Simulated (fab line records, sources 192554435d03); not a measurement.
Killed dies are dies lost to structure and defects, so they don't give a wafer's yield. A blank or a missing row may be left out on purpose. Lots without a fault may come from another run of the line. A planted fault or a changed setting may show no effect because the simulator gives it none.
Problem report in the 8D (eight disciplines) form, filled by code | flow n5_finfet | the parts of the form that need people (team, actions taken, sign-off) are left out

1. THE PROBLEM
cathode_dc_power_W at N5_BEOL_M14_SPUTTER_43 reads a mean of 13188 W on 6 wafers of 2 lots; wafers without a fault read 15000 W with a standard deviation of 2.7. That is -99 or more standard deviations from the usual mean.
The step: material TaN, target thk 15 nm, time 24.19 s.
First seen on wafer L780.1, day 14 06:52, on pvd_sputter-03. The record holds 18 wafers of 6 lots with a number at this step. Rule for "out", or "out of limits": more than 4 standard deviations from the usual mean. The other wafers with a number count as sound.

2. WHAT IT IS AND WHAT IT IS NOT
question                    | is                     | is not
which readings at this step | cathode_dc_power_W     | throttle_valve_pct
which lots                  | L779, L780             | L771, L788, L790, L791
which wafers of those lots  | all that have a number | -
read on which tools         | pvd_sputter-03         | pvd_sputter-01
when                        | from day 14 06:52      | up to then (3 sound wafers); but 9 sound wafers of L788, L790, L791 came after

3. SUSPECTS, AND WHAT RULES EACH OUT
Counting: a tool at a process step up to the reading stays a suspect if it ran every lot that is out and no sound lot after the first of them.
- pvd_sputter-03 at N5_BEOL_M14_PRE_CLEAN_42 (time 30 s): ruled out as a lasting fault. Sound lots L791 ran on it after its first lot that is out, L780 (day 14 06:49).
- pvd_sputter-03 at N5_BEOL_M14_SPUTTER_43 (material TaN, target thk 15 nm, time 24.19 s): ruled out as a lasting fault. Sound lots L791 ran on it after its first lot that is out, L780 (day 14 06:52).
Left after counting: nothing in the record.

4. THE CAUSE (what the simulator had put in)
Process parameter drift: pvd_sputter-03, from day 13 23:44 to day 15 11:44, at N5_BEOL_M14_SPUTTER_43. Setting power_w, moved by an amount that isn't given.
Counting ruled it out, wrongly.

5. THE CHAIN OF EFFECTS, in route order
Each row: a reading whose mean over the struck wafers that have a number lies more than 3 standard deviations from the usual. Only readings for which the record gives a usual standard deviation are gone through. hours: the time from each lot's start at the first step in this table that gives one to its start at this step, as a median over the lots. sigmas: the change in usual standard deviations.
hours | step                   | reading            | usual   | on struck wafers | change | sigmas
0     | N5_BEOL_M14_SPUTTER_43 | cathode_dc_power_W | 15000 W | 13188            | -1812  | -99 or more
The process steps in it:
- N5_BEOL_M14_SPUTTER_43: material TaN, target thk 15 nm, time 24.19 s.

6. WHAT WOULD HAVE CAUGHT IT SOONER
In this record the first reading out of limits was taken at day 14 06:52, 7 hours after the fault began at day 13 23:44.
